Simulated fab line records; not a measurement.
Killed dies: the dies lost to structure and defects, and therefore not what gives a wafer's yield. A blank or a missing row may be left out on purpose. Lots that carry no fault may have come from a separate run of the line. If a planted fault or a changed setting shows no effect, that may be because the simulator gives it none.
fab line records	flow n5_finfet
record lots=6	wafers=18	last_day=17
route steps=1938 shown BEOL_M15@1821 PASS1_DEP@1831 MIM_BOT@1832 MIM_TOP@1834 PASSIVATION@1936
lots that met no fault: from a run of the same line without faults
start_h: hours from the record's opening day to when the first of the lot's shown wafers began	wait_h: how many hours have passed since the lot's step before this one	" identical to the entry in the row above	L1.1+2: a single row standing in for several wafers	- no value present, or no start provided	* or withheld: withheld	< > ~ a bound
route shown NAME@n: a module of which the file shows steps, and the number in the route of the first	usual: the fault-free wafers' mean and standard deviation	same: alike in all rows	chamber/n: place in a boat	sites: readings site by site	_std_site: the standard deviation of these	_edge_site: inner sites' mean taken away from outer sites' mean	radius_mm: how far each site lies from the wafer's centre	mask NAME#n: copy n	behind: the tool/chamber that last shaped the wafer	hold: why the lot went on hold/how many hours it stayed there/how the hold came to an end	device: the n, p or np transistor that did not switch	end of line: the tests these same wafers got at the end of their route	for a step that has no rows: nothing shown but its recipe	killed: dies lost to structure and defects at the first sort, not the wafer's yield	map: per-die view of a wafer (x killed, . not killed, _ where there is no die)
set.NAME: the run value of the setting; set.NAME@STEP: its run value at that earlier step	model.NAME: the simulator's own value behind a step, which no gauge read
a table for each step, a row for each wafer; lots at some steps of the route
services: a tool's chamber out of use, with start hour (start_h, from the record's first day; less than 0 if before it), hours out, and reason
## steps
# step N5_BEOL_M15_SPUTTER_45
# recipe material=Cu	target_thk_a=1000	temp_c=-20	bias_v=60	power_w=26000	chamber_pressure_pa=0.13	time_s=16.67
# step N5_BEOL_M15_ECD_47
# recipe material=Cu	target_thk_a=18600
# step N5_BEOL_M15_ANNEAL_48
# recipe temp_c=225	time_s=90	ambient=N2
# usual wafer_temp_C_max=226.10/0.3
lot.wafer	tool	chamber	start_h	wait_h	wafer_temp_C_max
L313.4	rtp_anneal-01	0	271.88	0.5	225.66
L313.5	"	0	"	"	225.92
L313.6	"	0	"	"	226.07
L317.1	rtp_anneal-01	0	294.35	0.2	225.64
L317.5	"	0	"	"	225.72
L317.6	"	0	"	"	225.79
L329.1	rtp_anneal-01	0	353.58	2.3	226.11
L329.2	"	0	"	"	225.94
L329.5	"	0	"	"	226.01
L327.3	rtp_anneal-02	0	355.39	0.4	225.83
L327.5	"	0	"	"	225.71
L327.6	"	0	"	"	225.97
L330.1	rtp_anneal-01	0	378.67	0.2	225.80
L330.4	"	0	"	"	225.74
L330.6	"	0	"	"	225.63
L336.2	rtp_anneal-02	0	404.03	0.2	226.44
L336.4	"	0	"	"	226.71
L336.6	"	0	"	"	226.71
# step N5_BEOL_M15_CMP_49
# recipe stop_on=SiO2	t_overpolish_s=4.9	down_force_psi=2	platen_rpm=80	clearing_platen_down_force_psi=2	clearing_platen_rpm=80	post_cmp_clean=cu_alkaline	target_thk_nm=850	clearing_platen_pad_velocity_m_s=1.5917	pad_velocity_m_s=1.5917
# usual barrier_field_endpoint_s=11.57/0.23	motor_current_A=8.0/0.63	overpolish_run_s=4.899/0.009
# same t_overpolish_s=4.9
lot.wafer	tool	chamber	start_h	wait_h	barrier_field_endpoint_s	motor_current_A	overpolish_run_s
L313.4	cmp-04	0	272.04	0.1	11.73	7.6	4.897
L313.5	"	0	"	"	11.58	8.2	4.906
L313.6	"	1	"	"	11.93	8.2	4.903
L317.1	cmp-02	3	294.80	0.4	11.38	6.9	4.917
L317.5	"	1	"	"	11.61	8.3	4.885
L317.6	"	2	"	"	11.36	9.2	4.913
L329.2	cmp-02	3	353.88	0.2	11.51	7.0	4.898
L329.1	"	2	"	"	11.79	8.5	4.903
L329.5	"	0	"	"	11.52	8.8	4.904
L327.3	cmp-04	0	355.65	0.2	11.46	7.6	4.907
L327.5	"	3	"	"	11.76	8.6	4.904
L327.6	"	0	"	"	11.28	7.6	4.898
L330.1	cmp-03	3	379.04	0.3	11.34	7.1	4.902
L330.4	"	0	"	"	11.52	8.1	4.899
L330.6	"	2	"	"	11.58	7.3	4.903
L336.2	cmp-04	0	404.32	0.2	11.83	7.8	4.901
L336.4	"	1	"	"	11.57	8.1	4.908
L336.6	"	3	"	"	11.85	8.2	4.887
# step N5_BEOL_M15_THK_MEAS_50
# recipe thk_meas_gauge=xrf	reads=Cu_of_BEOL_M15_ECD_47
# usual M15_THK=838/20
lot.wafer	tool	chamber	start_h	wait_h	M15_THK[nm]
L313.4	film_metro-02	-	272.34	-	843
L313.5	"	-	"	"	815
L313.6	"	-	"	"	818
L317.1	film_metro-02	-	295.02	-	820
L317.5	"	-	"	"	839
L317.6	"	-	"	"	830
L329.1	film_metro-02	-	354.17	-	848
L329.2	"	-	"	"	826
L329.5	"	-	"	"	855
L327.3	film_metro-01	-	355.91	-	853
L327.5	"	-	"	"	851
L327.6	"	-	"	"	852
L330.1	film_metro-01	-	379.26	-	843
L330.4	"	-	"	"	826
L330.6	"	-	"	"	854
L336.2	film_metro-02	-	404.58	-	838
L336.4	"	-	"	"	829
L336.6	"	-	"	"	841
# step N5_BEOL_M15_PRE_CLEAN_52
# recipe gas=NH3	time_s=15	temp_c=withheld	rf_power_w=300
# step N5_BEOL_M15_DEP_53
# recipe material=SiCN	target_thk_a=500	temp_c=withheld	precursor=3MS/NH3	pressure_torr=3	rf_w=675	time_s=17.8
# usual showerhead_plenum_p_Torr=4.149/0.02	throttle_valve_pct=17.9/0.96
lot.wafer	tool	chamber	start_h	wait_h	showerhead_plenum_p_Torr	throttle_valve_pct
L313.4	pecvd-02	0	272.42	0.0	4.179	18.6
L313.5	"	2	"	"	4.154	16.1
L313.6	"	1	"	"	4.182	18.7
L317.1	pecvd-04	2	295.08	0.0	4.166	17.4
L317.5	"	2	"	"	4.161	17.5
L317.6	"	0	"	"	4.154	19.3
L329.1	pecvd-04	2	354.24	0.0	4.148	17.6
L329.2	"	0	"	"	4.143	19.0
L329.5	"	2	"	"	4.172	17.8
L327.3	pecvd-02	2	355.97	0.0	4.149	16.0
L327.5	"	1	"	"	4.178	18.7
L327.6	"	2	"	"	4.149	16.0
L330.1	pecvd-04	2	379.32	0.0	4.173	17.5
L330.4	"	2	"	"	4.167	17.6
L330.6	"	1	"	"	4.145	16.9
L336.2	pecvd-04	2	404.65	0.0	4.166	17.9
L336.4	"	2	"	"	4.166	17.7
L336.6	"	2	"	"	4.163	17.7
# step N5_BEOL_M15_RS_MEAS_54
# recipe thk_meas_gauge=four-point-probe	reads=Cu_of_BEOL_M15_ECD_47+Ta_of_BEOL_M15_SPUTTER_44+TaN_of_BEOL_M15_SPUTTER_43
# usual M15_RS=0.0215/0.00052
lot.wafer	tool	chamber	start_h	wait_h	M15_RS[ohm/sq]
L313.4	film_metro-01	-	272.47	0.0	0.0214
L313.5	"	-	"	"	0.0222
L313.6	"	-	"	"	0.0221
L317.1	film_metro-01	-	295.15	0.0	0.0220
L317.5	"	-	"	"	0.0215
L317.6	"	-	"	"	0.0218
L329.1	film_metro-02	-	354.30	0.0	0.0214
L329.2	"	-	"	"	0.0220
L329.5	"	-	"	"	0.0211
L327.3	film_metro-02	-	356.03	0.1	0.0213
L327.5	"	-	"	"	0.0213
L327.6	"	-	"	"	0.0212
L330.1	film_metro-01	-	379.39	0.0	0.0213
L330.4	"	-	"	"	0.0218
L330.6	"	-	"	"	0.0211
L336.2	film_metro-02	-	404.74	0.1	0.0215
L336.4	"	-	"	"	0.0217
L336.6	"	-	"	"	0.0213
# step N5_BEOL_M15_INSPECT_55
# recipe inspect_instrument=darkfield	mode=post_dep
# usual raw_defect_count=65/23
lot.wafer	tool	chamber	start_h	wait_h	raw_defect_count
L313.4	defect_inspect-02	-	272.49	0.0	72
L313.5	"	-	"	"	92
L313.6	"	-	"	"	88
L317.1	defect_inspect-02	-	295.18	0.0	55
L317.5	"	-	"	"	39
L317.6	"	-	"	"	45
L329.1	defect_inspect-01	-	354.33	0.0	60
L329.2	"	-	"	"	43
L329.5	"	-	"	"	44
L327.3	defect_inspect-02	-	356.06	0.0	62
L327.5	"	-	"	"	83
L327.6	"	-	"	"	93
L330.1	defect_inspect-02	-	379.41	0.0	71
L330.4	"	-	"	"	64
L330.6	"	-	"	"	45
L336.2	defect_inspect-01	-	404.76	0.0	54
L336.4	"	-	"	"	36
L336.6	"	-	"	"	79
# step N5_BEOL_M15_RC_MEAS_101
# usual COMB_M10=1.5e-11/3.1e-12	COMB_M11=1.5e-11/3.2e-12	COMB_M12=6.5e-12/1.3e-12	COMB_M13=5.1e-12/1.1e-12	COMB_M14=4.1e-12/8.3e-13	COMB_M15=3e-12/6.1e-13	COMB_M5=3.8e-11/7.2e-12	COMB_M6=2.5e-11/5.3e-12	COMB_M7=2.6e-11/5.4e-12	COMB_M8=2.6e-11/5.6e-12	COMB_M9=1.5e-11/3.2e-12	SERP_M10=3.04/0.068	SERP_M11=3.05/0.1	SERP_M12=0.628/0.014	SERP_M13=0.309/0.0064	SERP_M14=0.159/0.0036	SERP_M5=38.7/1.7	SERP_M6=13.8/0.56	SERP_M7=13.6/0.55	SERP_M8=13.6/0.43	SERP_M9=3.06/0.093
lot.wafer	tool	chamber	start_h	wait_h	COMB_M10[S/m]	COMB_M11[S/m]	COMB_M12[S/m]	COMB_M13[S/m]	COMB_M14[S/m]	COMB_M15[S/m]	COMB_M5[S/m]	COMB_M6[S/m]	COMB_M7[S/m]	COMB_M8[S/m]	COMB_M9[S/m]	SERP_M10[ohm/um]	SERP_M11[ohm/um]	SERP_M12[ohm/um]	SERP_M13[ohm/um]	SERP_M14[ohm/um]	SERP_M5[ohm/um]	SERP_M6[ohm/um]	SERP_M7[ohm/um]	SERP_M8[ohm/um]	SERP_M9[ohm/um]
L313.4	prober-01	0	272.98	0.5	9e-12	1.9e-11	6.8e-12	8.6e-12	4.5e-12	2.9e-12	3.3e-11	2.7e-11	2.5e-11	1.9e-11	1.2e-11	3.14	3.16	0.622	0.314	0.158	39.3	14.2	13.4	12.8	3.24
L313.5	"	0	"	"	1.6e-11	1.5e-11	6.5e-12	3.2e-12	4.2e-12	3e-12	4.4e-11	2.3e-11	2.2e-11	2.3e-11	1.5e-11	3.08	3.40	0.608	0.310	0.162	40.1	13.4	14.2	12.6	3.04
L313.6	"	0	"	"	1.6e-11	1.6e-11	7.3e-12	5.4e-12	5.3e-12	2.6e-12	5e-11	3e-11	2.6e-11	2.3e-11	1.3e-11	2.92	3.16	0.630	0.307	0.166	39.0	13.8	13.6	13.3	3.18
L317.1	prober-01	0	295.65	0.5	1.5e-11	2.6e-11	7.7e-12	5.3e-12	4.3e-12	3.7e-12	3.8e-11	3e-11	2.1e-11	2.9e-11	1.2e-11	3.03	3.05	0.618	0.303	0.166	39.2	14.1	14.6	13.3	3.06
L317.5	"	0	"	"	1.3e-11	1.4e-11	6.6e-12	5.7e-12	4.7e-12	3.2e-12	5.1e-11	3.4e-11	3.5e-11	3e-11	1.4e-11	3.04	3.13	0.621	0.307	0.168	42.2	13.9	15.3	13.1	3.04
L317.6	"	0	"	"	2.3e-11	1.8e-11	6.2e-12	5e-12	3.5e-12	2.6e-12	5.7e-11	2.9e-11	1.6e-11	3e-11	1.6e-11	3.01	3.21	0.621	0.309	0.157	40.6	13.4	13.3	13.7	3.05
L329.1	prober-02	0	354.35	0.0	1.4e-11	1.7e-11	3.7e-12	2.9e-12	5e-12	2.4e-12	3.3e-11	2.4e-11	2e-11	2.3e-11	2.6e-11	3.00	2.92	0.620	0.312	0.156	37.9	14.3	13.7	13.3	2.97
L329.2	"	0	"	"	1.1e-11	1.7e-11	7e-12	5.3e-12	4.3e-12	2.9e-12	2.7e-11	2.6e-11	1.8e-11	2.2e-11	1.2e-11	3.11	2.88	0.614	0.305	0.156	38.7	13.5	13.7	13.5	3.13
L329.5	"	0	"	"	1.7e-11	1.4e-11	4.8e-12	3.5e-12	4.6e-12	3.4e-12	3.5e-11	2.7e-11	2.8e-11	2.7e-11	1.7e-11	3.11	2.97	0.630	0.309	0.160	37.5	13.6	13.8	13.3	3.16
L327.3	prober-02	0	356.94	0.9	1.2e-11	1.1e-11	5.8e-12	4.4e-12	3.4e-12	2.5e-12	3.5e-11	2.8e-11	2.7e-11	2.4e-11	1.6e-11	3.09	2.97	0.631	0.304	0.165	36.9	13.1	13.7	13.6	3.07
L327.5	"	0	"	"	1.5e-11	1.2e-11	7.9e-12	5.2e-12	3.5e-12	3.1e-12	4.9e-11	3.6e-11	2.2e-11	2.1e-11	1.6e-11	2.92	2.90	0.648	0.297	0.157	38.0	13.5	12.8	13.9	2.98
L327.6	"	0	"	"	1.5e-11	1.3e-11	7.8e-12	5.4e-12	2.9e-12	3.1e-12	3.3e-11	1.9e-11	2.3e-11	2.2e-11	1.5e-11	3.14	3.11	0.654	0.298	0.156	37.4	13.4	13.9	14.1	3.11
L330.1	prober-02	0	379.44	0.0	1.6e-11	1.1e-11	5.1e-12	4.4e-12	3.3e-12	1.8e-12	3.6e-11	2.4e-11	2.9e-11	4.5e-11	1.9e-11	3.07	2.98	0.630	0.309	0.157	39.5	13.4	13.2	13.2	2.89
L330.4	"	0	"	"	1.9e-11	1.2e-11	6.2e-12	5.6e-12	4.4e-12	2.4e-12	3.6e-11	2.7e-11	2.2e-11	2.7e-11	2.2e-11	3.14	2.97	0.660	0.310	0.155	38.9	14.2	13.4	13.7	2.96
L330.6	"	0	"	"	1.6e-11	1.3e-11	5.1e-12	4.1e-12	2.5e-12	2.2e-12	2.4e-11	2.4e-11	2.3e-11	3.4e-11	1.5e-11	3.00	2.96	0.645	0.303	0.168	37.7	14.4	13.9	13.3	2.96
L336.2	prober-02	0	404.94	0.2	1.9e-11	1.7e-11	7.4e-12	5.3e-12	4.9e-12	3.3e-12	3.8e-11	2.1e-11	1.8e-11	2.8e-11	1.3e-11	3.15	2.87	0.654	0.300	0.164	38.0	14.4	13.3	14.1	3.18
L336.4	"	0	"	"	1e-11	1.5e-11	7e-12	5.3e-12	4.6e-12	2.9e-12	2.9e-11	2.3e-11	2.3e-11	2.6e-11	1.9e-11	3.23	2.94	0.615	0.296	0.161	36.7	13.5	12.4	13.1	3.00
L336.6	"	0	"	"	1.7e-11	1.4e-11	7.4e-12	6.8e-12	4.4e-12	2.7e-12	3.7e-11	2.2e-11	2.5e-11	2.4e-11	1.3e-11	3.06	2.89	0.651	0.309	0.160	38.1	13.5	13.3	13.8	3.18
# step N5_PASSIVATION_PECVD_00
# recipe material=SiO2	target_thk_a=2000	temp_c=400	precursor=SiH4/N2O	pressure_torr=2.7	rf_w=608	time_s=11.2
# step N5_MIM_BOT_DEGAS_01
# recipe ambient=vacuum	temp_c=300	time_s=60
# usual heater_power_w=458/41
lot.wafer	tool	chamber	start_h	wait_h	heater_power_w
L313.4	pvd_sputter-03	-	275.72	2.2	433
L313.5	"	-	"	"	434
L313.6	"	-	"	"	434
L317.1	pvd_sputter-03	-	298.49	1.9	428
L317.5	"	-	"	"	426
L317.6	"	-	"	"	429
L329.1	pvd_sputter-01	-	357.11	1.8	465
L329.2	"	-	"	"	429
L329.5	"	-	"	"	481
L327.3	pvd_sputter-01	-	359.85	2.2	436
L327.5	"	-	"	"	477
L327.6	"	-	"	"	477
L330.1	pvd_sputter-02	-	381.47	1.0	398
L330.4	"	-	"	"	420
L330.6	"	-	"	"	411
L336.2	pvd_sputter-02	-	406.95	1.2	503
L336.4	"	-	"	"	410
L336.6	"	-	"	"	407
# step N5_MIM_BOT_SPUTTER_00
# recipe material=TiN	target_thk_a=350	temp_c=200	power_w=3000	chamber_pressure_pa=0.49996	gas=Ar	reactive_partial_pa=0.37997	time_s=89.7
# usual cathode_dc_power_W=3000.0/0.54	throttle_valve_pct=29.6/1.1
lot.wafer	tool	chamber	start_h	wait_h	cathode_dc_power_W	throttle_valve_pct	model.TiN_of_MIM_BOT_SPUTTER_00.thk_nm
L313.4	pvd_sputter-03	-	275.76	0.0	3000.6	31.7	34.6
L313.5	"	-	"	"	3000.6	31.5	34.4
L313.6	"	-	"	"	3000.4	31.2	35
L317.1	pvd_sputter-03	-	298.53	0.0	2999.9	31.6	34.6
L317.5	"	-	"	"	3000.6	31.5	34.6
L317.6	"	-	"	"	3000.1	28.1	35.8
L329.1	pvd_sputter-01	-	357.15	0.0	2999.5	30.9	27.6
L329.2	"	-	"	"	2999.8	28.8	35.2
L329.5	"	-	"	"	2999.9	28.7	28
L327.3	pvd_sputter-01	-	359.89	0.0	2999.5	29.3	34.8
L327.5	"	-	"	"	3000.3	28.7	28
L327.6	"	-	"	"	3000.2	30.9	35
L330.1	pvd_sputter-02	-	381.51	0.0	3000.5	29.1	35.2
L330.4	"	-	"	"	2999.8	30.1	35.8
L330.6	"	-	"	"	3000.3	29.9	35.8
L336.2	pvd_sputter-02	-	406.99	0.0	2999.6	29.5	34.4
L336.4	"	-	"	"	3000.3	30.1	34.8
L336.6	"	-	"	"	2999.6	29.0	34.6
# step N5_MIM_TOP_ALD_00
# recipe material=Al2O3	target_thk_a=*	temp_c=withheld	ald_precursor_family=TMA	ald_co_reactant=O3	pulse_time_s=withheld	purge_time_s=3	co_reactant_purge_time_s=withheld	co_reactant_pulse_time_s=3	ald_cycles=withheld
# usual precursor_pulse_height_rel=1.001/0.02
lot.wafer	tool	chamber	start_h	wait_h	precursor_pulse_height_rel
L313.4	ald_hk-01	1	275.86	0.1	0.985
L313.5	"	3	"	"	0.997
L313.6	"	0	"	"	0.977
L317.1	ald_hk-01	3	298.63	0.1	1.023
L317.5	"	1	"	"	1.021
L317.6	"	0	"	"	0.977
L329.1	ald_hk-03	3	357.25	0.1	0.994
L329.2	"	0	"	"	1.002
L329.5	"	2	"	"	1.003
L327.3	ald_hk-01	1	359.99	0.1	1.022
L327.5	"	3	"	"	1.011
L327.6	"	2	"	"	0.989
L330.1	ald_hk-02	3	381.61	0.1	0.969
L330.4	"	0	"	"	1.039
L330.6	"	3	"	"	0.975
L336.2	ald_hk-01	1	407.09	0.1	1.015
L336.4	"	2	"	"	1.043
L336.6	"	0	"	"	0.999
# step N5_PASSIVATION_PROBE_49
# usual defect_limited_yield=91.4/1.5	killed_at_M0_to_M3=32/9.8	killed_at_M4_up=15/5.6	killed_at_contacts=12/5.4	killed_at_front_end=40/13	killed_at_other=3.0/2.1	killed_dies=102/17	killed_on_rim=14/4.4	killed_open=67/13	killed_short=32/7.1	sort_bin_5_function=5.1/0.96	sort_bin_6_memory=3.2/0.7	sort_n_pass=1078/18	sort_yield_pct=91.3/1.5
# same gross_dies=1180	killed_at_back_side=0	sort_bin_4_leakage[%]=0	sort_bin_8_speed[%]=0
lot.wafer	tool	chamber	start_h	wait_h	defect_limited_yield[%]	killed_at_M0_to_M3	killed_at_M4_up	killed_at_contacts	killed_at_front_end	killed_at_other	killed_dies	killed_on_rim	killed_open	killed_short	sort_bin_5_function[%]	sort_bin_6_memory[%]	sort_n_pass	sort_yield_pct[%]
L329.1	prober-02	-	369.80	0.0	90.4	38	9	22	42	2	113	19	74	38	5.3	4.2	1067	90.4
L329.5	prober-02	-	370.00	0.2	90.9	37	9	20	37	4	107	19	69	32	5.0	3.3	1073	90.9
# killed by level:class
L329.1 MOL_CONTACT_COAG:geometric_particle:open=18 STI_FIN_REVEAL:geometric_particle:open=14 BEOL_M0_SAQP:geometric_particle:open=11 BEOL_M0_SAQP:geometric_particle:short=11 FIN_SAQP:geometric_particle:short=10 BEOL_M1:geometric_particle:open=6 FIN_SAQP:geometric_particle:open=5 STARTING-WAFER:geometric_particle:open=4
L329.5 MOL_CONTACT_COAG:geometric_particle:open=17 STI_FIN_REVEAL:geometric_particle:open=13 BEOL_M0_SAQP:geometric_particle:short=9 BEOL_M1:geometric_particle:open=8 BEOL_M2:geometric_particle:open=7 FIN_SAQP:geometric_particle:open=5 HKMG_FIN:area_etch=5 GATE_CUT:geometric_particle:short=4
## services
tool	chamber	start_h	hours	kind
cmp-03	-	257.63	4.2	repair
ald_hk-03	-	258.92	8.7	pm
cmp-03	-	273.75	2.2	repair
cmp-03	-	287.06	0.3	repair
cmp-04	-	291.40	4.0	pm
cmp-04	-	295.40	-	consumable_replace:conditioner
cmp-04	-	295.40	-	consumable_replace:pad
cmp-03	-	320.24	0.8	repair
pvd_sputter-02	-	322.06	8.6	repair
cmp-03	-	322.89	7.7	pm
cmp-03	-	333.23	4.0	pm
cmp-03	-	337.23	-	consumable_replace:conditioner
cmp-02	-	339.40	4.0	pm
ald_hk-01	-	342.42	2.8	pm
cmp-02	-	343.40	-	consumable_replace:conditioner
cmp-02	-	343.40	-	consumable_replace:pad
rtp_anneal-02	-	350.01	2.3	pm
pvd_sputter-02	-	354.74	5.9	repair
pvd_sputter-03	-	364.90	3.4	repair
pecvd-04	1	383.62	-	clean
pecvd-04	1	383.62	-	consumable_replace:showerhead
pecvd-04	1	383.62	29.0	scheduled_down
pecvd-04	1	383.62	29.0	vent_cycle
cmp-03	-	396.08	1.0	repair
## key
first_sign none at tools or gauges
model_effect step=N5_MIM_BOT_SPUTTER_00	value=TiN_of_MIM_BOT_SPUTTER_00.thk_nm	without=35.27	struck=27.87
met_at N5_MIM_BOT_SPUTTER_00
struck_wafers L327.5,L329.1,L329.5
fault kind=process_parameter_drift	tool=pvd_sputter-01	chamber=-	onset_h=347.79	steps=N5_MIM_BOT_SPUTTER_00	channel=time_s	offset=*	shape=step	end_h=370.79	scope=struck_wafers_only	acts_in=*	stated=*
